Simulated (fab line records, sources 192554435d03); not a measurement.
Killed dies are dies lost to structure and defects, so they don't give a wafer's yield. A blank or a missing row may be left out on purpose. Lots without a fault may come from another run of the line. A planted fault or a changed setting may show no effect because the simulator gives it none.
Split-lot experiment | flow n5_finfet | 7 lots, 39 wafers read, on a route of 1938 steps

THE SPLIT
At N5_BEOL_M6_ILD_DEP_00 (deposits SiCOH lowk from DEMS/porogen, target thk 179.75 nm, time 33.4 s), the setting target_thk_a was moved away from the recipe's 1797.5 angstrom on 9 of the 39 wafers read, by -16.9% to +56.7%. The other wafers ran this setting at the recipe's value.

FROM THE SPLIT TO THE READING: what the file shows between them, 1 step
- N5_BEOL_M6_CURE_74: cures SiCOH lowk, time 240 s

THE READING
M6_ILD_THK, in nm, at N5_BEOL_M6_THK_MEAS_01. Fault-free wafers of this fab line usually give 155.0 nm, standard deviation 1.7 nm.

wafer  | tool, chamber at the split | target_thk_a as run, angstrom | against the recipe | M6_ILD_THK, nm | against lot-mates on the recipe
L079.1 | pecvd-03, 1                | 1797.5                        | recipe             | 155.5          | -
L079.2 | pecvd-03, 0,2              | 1797.5                        | recipe             | 152.7          | -
L079.3 | pecvd-03, 0,2              | 1797.5                        | recipe             | 152.5          | -
L079.4 | pecvd-03, 2                | 1797.5                        | recipe             | 156.6          | -
L079.5 | pecvd-03, 1                | 1797.5                        | recipe             | 158.5          | -
L079.6 | pecvd-03, 0                | 1797.5                        | recipe             | 156.0          | -
L081.1 | pecvd-03, 0                | 1494                          | -16.9%             | 129.5          | -26.2
L081.2 | pecvd-03, 1                | 1797.5                        | recipe             | 155.3          | -
L081.3 | pecvd-03, 2                | 1797.5                        | recipe             | 153.6          | -
L081.4 | pecvd-03, 1                | 1494                          | -16.9%             | 131.9          | -23.8
L081.5 | pecvd-03, 2                | 1494                          | -16.9%             | 129.1          | -26.6
L081.6 | pecvd-03, 0                | 1797.5                        | recipe             | 158.2          | -
L083.1 | pecvd-03, 1                | 1797.5                        | recipe             | 154.8          | -
L083.4 | pecvd-03, 0                | 1797.5                        | recipe             | 154.1          | -
L083.5 | pecvd-03, 2                | 1797.5                        | recipe             | 153.9          | -
L086.1 | pecvd-03, 1                | 1797.5                        | recipe             | 154.5          | -
L086.2 | pecvd-03, 2                | 1797.5                        | recipe             | 152.9          | -
L086.3 | pecvd-03, 0                | 1797.5                        | recipe             | 152.2          | -
L086.4 | pecvd-03, 0                | 1797.5                        | recipe             | 155.8          | -
L086.5 | pecvd-03, 2                | 1797.5                        | recipe             | 155.6          | -
L086.6 | pecvd-03, 1                | 1797.5                        | recipe             | 157.1          | -
L090.1 | pecvd-04, 1                | 1797.5                        | recipe             | 153.2          | -
L090.2 | pecvd-04, 0                | 1797.5                        | recipe             | 152.5          | -
L090.3 | pecvd-04, 2                | 1797.5                        | recipe             | 154.1          | -
L090.4 | pecvd-04, 0                | 1797.5                        | recipe             | 154.6          | -
L090.5 | pecvd-04, 1                | 1797.5                        | recipe             | 155.4          | -
L090.6 | pecvd-04, 2                | 1797.5                        | recipe             | 157.1          | -
L095.1 | pecvd-04, 0                | 1797.5                        | recipe             | 155.3          | -
L095.2 | pecvd-04, 1                | 1797.5                        | recipe             | 155.5          | -
L095.3 | pecvd-04, 0                | 1797.5                        | recipe             | 157.1          | -
L095.4 | pecvd-04, 1                | 2817                          | +56.7%             | 245.8          | +89.8
L095.5 | pecvd-04, 0                | 2817                          | +56.7%             | 244.7          | +88.7
L095.6 | pecvd-04, 1                | 2817                          | +56.7%             | 245.4          | +89.4
L096.1 | pecvd-03, 1                | 2195                          | +22.1%             | 188.0          | +33.3
L096.2 | pecvd-03, 2                | 1797.5                        | recipe             | 153.6          | -
L096.3 | pecvd-03, 0                | 1797.5                        | recipe             | 154.6          | -
L096.4 | pecvd-03, 0                | 2195                          | +22.1%             | 190.3          | +35.6
L096.5 | pecvd-03, 1                | 2195                          | +22.1%             | 191.5          | +36.8
L096.6 | pecvd-03, 2                | 1797.5                        | recipe             | 156.0          | -
Where a row lists several chambers, the file gives one row for several wafers and doesn't say which wafer went through which chamber.

THE FIT
A straight line over all 39 wafers: M6_ILD_THK changes by +1.58 nm for each +1% of target_thk_a; r = +1.00; the points scatter about the line by 1.7 nm.
The same after taking each lot's own level away (the mean of its wafers on the recipe; 39 wafers): +1.57 nm for each +1%; r = +1.00; scatter 1.5 nm.
On that fit, the largest move of target_thk_a shifts the reading by 89 nm.
The lots' own levels span 154.27 to 155.97 nm, that is 1.0 times the standard deviation above.
So the lot-to-lot level changes the slope little: the two slopes agree.
Check: with one of the wafers moved furthest among these (+56.7%) left out of the fit, the line predicts +89 nm for it against its lot-mates. It came out at +89.8 nm against them.

OTHER SPLITS ON THESE WAFERS
These wafers also went through other splits before the reading. Each is held against what the fit with the lots' levels taken away leaves over:
other split on the same wafers        | wafers away from the commonest value | r with M6_ILD_THK (lot level and that fit taken away)
N5_FIN_SAQP_HM_DEP_72 target_thk_a    | 9                                    | +0.25
N5_FIN_SAQP_DEVELOP_15 develop_time_s | 9                                    | +0.03
N5_GATE_CUT_DESCUM_18 time_s          | 12                                   | -0.01
N5_BEOL_M0_SAQP_ILD_DEP_01 time_s     | 12                                   | -0.09

THE WHOLE CHAIN: every reading that the file lists as answering this split, in the file's order
step                   | what it does                                                             | reading                                                                                  | change (the file's fit)              | r (the file's)
N5_BEOL_M6_ILD_DEP_00  | deposits SiCOH lowk from DEMS/porogen, target thk 179.75 nm, time 33.4 s | SiCOH_lowk_of_BEOL_M6_ILD_DEP_00.thk_nm (the simulator's own value, which no gauge read) | +1.79 nm for each +1% of the setting | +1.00
N5_BEOL_M6_CURE_74     | cures SiCOH lowk, time 240 s                                             | SiCOH_lowk_of_BEOL_M6_ILD_DEP_00.thk_nm (the simulator's own value, which no gauge read) | +1.57 nm for each +1% of the setting | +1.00
N5_BEOL_M6_THK_MEAS_01 |                                                                          | M6_ILD_THK                                                                               | +1.57 for each +1% of the setting    | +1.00

THE FILE'S OWN FIT
M6_ILD_THK changes by +1.57 nm for each +1% of target_thk_a, r = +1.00.
